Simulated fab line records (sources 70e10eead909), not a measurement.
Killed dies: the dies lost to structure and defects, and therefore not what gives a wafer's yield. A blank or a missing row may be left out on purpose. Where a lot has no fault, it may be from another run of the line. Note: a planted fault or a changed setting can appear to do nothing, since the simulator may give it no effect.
Matching of chambers || flow nand harc || pecvd-02 running NHARC_P_CONTACT_DEP_30: 3 sister chambers
The step deposits SiNx, target thk 30 nm. 6 wafers are shown with their chamber, then 7 later ones without.

== WAFERS, EACH WITH ITS CHAMBER ==
{"wafer": "L077.3", "chamber": 2, "heater power w (W)": 846}
{"wafer": "L077.4", "chamber": 2, "heater power w (W)": 824}
{"wafer": "L079.1", "chamber": 0, "heater power w (W)": 982}
{"wafer": "L079.4", "chamber": 1, "heater power w (W)": 622}
{"wafer": "L082.1", "chamber": 0, "heater power w (W)": 1013}
{"wafer": "L082.4", "chamber": 1, "heater power w (W)": 674}

== WAFERS MISSING THEIR CHAMBER ==
{"wafer": "L082.5", "heater power w (W)": 756}
{"wafer": "L090.2", "heater power w (W)": 852}
{"wafer": "L090.4", "heater power w (W)": 899}
{"wafer": "L090.5", "heater power w (W)": 647}
{"wafer": "L096.1", "heater power w (W)": 675}
{"wafer": "L096.2", "heater power w (W)": 591}
{"wafer": "L096.3", "heater power w (W)": 993}

== THE CHAMBER EACH PASSED THROUGH ==
{"wafer": "L082.5", "from the rows above": "can't be placed: 2 or 1", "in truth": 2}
{"wafer": "L090.2", "from the rows above": 2, "in truth": 2}
{"wafer": "L090.4", "from the rows above": "can't be placed: 2 or 0", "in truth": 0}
{"wafer": "L090.5", "from the rows above": 1, "in truth": 1}
{"wafer": "L096.1", "from the rows above": 1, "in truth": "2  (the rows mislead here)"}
{"wafer": "L096.2", "from the rows above": 1, "in truth": 1}
{"wafer": "L096.3", "from the rows above": 0, "in truth": 0}
Correct placement for 4 of the 7. Unplaceable from these rows: 2, with the true chamber sitting among the candidates in 2. Number placed wrongly: 1.
How it was worked out, from the rows above alone: a wafer's distance from a chamber is the root of the sum, over the readings, of the square of ((its reading less the chamber's mean) divided by the reading's scatter). If the next closest chamber is less than 2 further off than the closest, the wafer can't be placed; otherwise it belongs to the closest. For every chamber, the mean is computed from those of its wafers that are shown. The scatter: the root of (the sum of the squares of (reading less its chamber's mean) over the shown wafers, divided by (wafers less chambers)).
